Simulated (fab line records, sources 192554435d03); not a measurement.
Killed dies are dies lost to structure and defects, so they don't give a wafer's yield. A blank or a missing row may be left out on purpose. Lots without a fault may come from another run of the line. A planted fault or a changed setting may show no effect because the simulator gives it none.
Which tool did it? | flow n5_finfet | 9 lots, 26 wafers sampled, at 5 steps of a route of 1938

WHAT THE GAUGES READ, wafer by wafer
N5_BEOL_M4_RC_MEAS_101.
lot  | measured     | on        | DIBL_N (mV/V)
L845 | day 9 10:32  | prober-01 | 38.5 39.2
L848 | day 10 20:53 | prober-02 | 37.0 36.6 34.1
L849 | day 10 19:05 | prober-01 | 35.2 32.3 35.6
L862 | day 14 10:02 | prober-02 | 35.0 33.6 33.6
L863 | day 14 04:13 | prober-01 | 36.3 36.5 39.1
L865 | day 15 02:20 | prober-02 | 37.0 37.4 35.2
L866 | day 15 05:06 | prober-01 | 36.0 37.5 36.2

WHICH TOOL RAN EACH LOT (tool, then ch and the chambers of the sampled wafers, then the start)
lot  | N5_HKMG_FIN_ALD_79                 | N5_HKMG_FIN_STRIP_34              | N5_HKMG_FIN_STRIP_19                | N5_HKMG_FIN_STRIP_88
L845 | ald_metal-03 ch 0,2, day 4 17:05   | rie_diel-03 ch 0,1, day 4 19:17   | plasma_asher-02 ch 0,1, day 4 19:37 | plasma_asher-01 ch 1, day 4 20:35
L848 | ald_metal-03 ch 1,2,3, day 5 07:04 | rie_diel-03 ch 0,3, day 5 09:35   | plasma_asher-01 ch 0,1, day 5 09:54 | plasma_asher-01 ch 0,1, day 5 11:05
L849 | ald_metal-03 ch 1,2,3, day 5 13:53 | rie_diel-04 ch 0,1,3, day 5 16:09 | plasma_asher-01 ch 0,1, day 5 16:28 | plasma_asher-01 ch 0,1, day 5 17:26
L860 | ald_metal-03 ch 0,1,3, day 8 09:47 | rie_diel-06 ch 0,2,3, day 8 12:04 | plasma_asher-01 ch 0,1, day 8 12:23 | plasma_asher-02 ch 0,1, day 8 13:22
L861 | ald_metal-03 ch 0,2,3, day 8 16:05 | rie_diel-06 ch 2,3, day 8 18:26   | plasma_asher-01 ch 0, day 8 18:44   | plasma_asher-01 ch 0,1, day 8 19:43
L862 | ald_metal-04 ch 1,2,3, day 8 20:02 | rie_diel-06 ch 0,2, day 8 22:19   | plasma_asher-01 ch 0,1, day 8 22:37 | plasma_asher-01 ch 0,1, day 8 23:36
L863 | ald_metal-01 ch 0,1,2, day 9 05:47 | rie_diel-04 ch 0,2,3, day 9 08:04 | plasma_asher-01 ch 0,1, day 9 08:31 | plasma_asher-01 ch 0,1, day 9 09:29
L865 | ald_metal-03 ch 1,3, day 9 12:47   | rie_diel-06 ch 0,1,3, day 9 15:55 | plasma_asher-02 ch 0,1, day 9 16:22 | plasma_asher-01 ch 0,1, day 9 17:20
L866 | ald_metal-01 ch 1,2,3, day 9 18:48 | rie_diel-06 ch 0,1,2, day 9 20:58 | plasma_asher-01 ch 0,1, day 9 21:17 | plasma_asher-02 ch 0,1, day 9 22:16
- N5_HKMG_FIN_ALD_79: deposits TiN, target thk 1.5 nm, pulse time 1 s, purge time 3 s.
- N5_HKMG_FIN_STRIP_34: strips in CF4.
- N5_HKMG_FIN_STRIP_19: strips in N2/H2, time 360 s.
- N5_HKMG_FIN_STRIP_88: strips in N2/H2, time 360 s.

THE ANSWER, worked out from the rows above alone
Rule: what is usual is taken from the lots themselves. Put in order of their means at a reading, lots are off if they are a third of the lots or fewer, leave a main group of 4 or more, and stand apart from it by a gap of 3 or more times the standard deviation of the main group's means; of several such gaps the widest counts. A main group whose means are all the same, to the digits that the tables above print for the reading, isn't used. A lot without any number at a reading at which 4 lots or more have one is off too. The other lots that the step has rows for count as sound.
No lot is off at any reading shown: from this, nothing can be told.

WHAT THE SIMULATOR HAD PUT IN
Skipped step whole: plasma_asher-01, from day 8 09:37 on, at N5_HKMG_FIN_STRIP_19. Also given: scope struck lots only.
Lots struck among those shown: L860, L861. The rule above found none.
